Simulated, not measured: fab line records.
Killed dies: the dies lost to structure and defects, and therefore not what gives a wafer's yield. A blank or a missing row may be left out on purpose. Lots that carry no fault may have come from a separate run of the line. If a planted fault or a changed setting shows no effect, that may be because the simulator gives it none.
Matching of chambers    flow n5_finfet    rie_diel-03 running N5_BEOL_M8_STRIP_19: 4 sister chambers
The step strips in O2. 4 wafers are shown with their chamber, then 12 later ones without.

WAFERS PAIRED WITH THEIR CHAMBERS
wafer   chamber  showerhead_plenum_p_Torr (Torr)
L083.4  1        2.11
L083.6  0        2.17
L087.5  3        2.06
L087.6  2        2.23

WAFERS WHOSE CHAMBER IS MISSING
wafer   showerhead_plenum_p_Torr (Torr)
L093.1  2.16
L093.2  2.06
L093.5  2.06
L094.1  2.15
L094.2  2.05
L094.6  2.15
L095.1  2.10
L095.2  2.15
L095.3  2.22
L095.4  2.05
L095.5  2.05
L095.6  2.22

WHICH CHAMBER EACH WENT THROUGH
wafer   from the rows above      in truth
L093.1  0                        0
L093.2  3                        3
L093.5  3                        3
L094.1  can't be placed: 0 or 1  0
L094.2  3                        3
L094.6  can't be placed: 0 or 1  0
L095.1  1                        1
L095.2  can't be placed: 0 or 1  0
L095.3  2                        2
L095.4  3                        3
L095.5  3                        3
L095.6  2                        2
Placed correctly: 9 of 12. From these rows, 3 cannot be placed; in 3 the true chamber is one of the candidates. Wrongly placed: 0.
How it was worked out, from the rows above alone: a wafer's distance from a chamber is the root of the sum, over the readings, of the square of ((its reading less the chamber's mean) divided by the reading's scatter). If the next closest chamber is less than 2 further off than the closest, the wafer can't be placed; otherwise it belongs to the closest. Each chamber's mean is taken over the wafers shown for it. The scatter: root of mean squared gap, hidden wafer to nearest shown wafer, with one shown wafer a chamber.
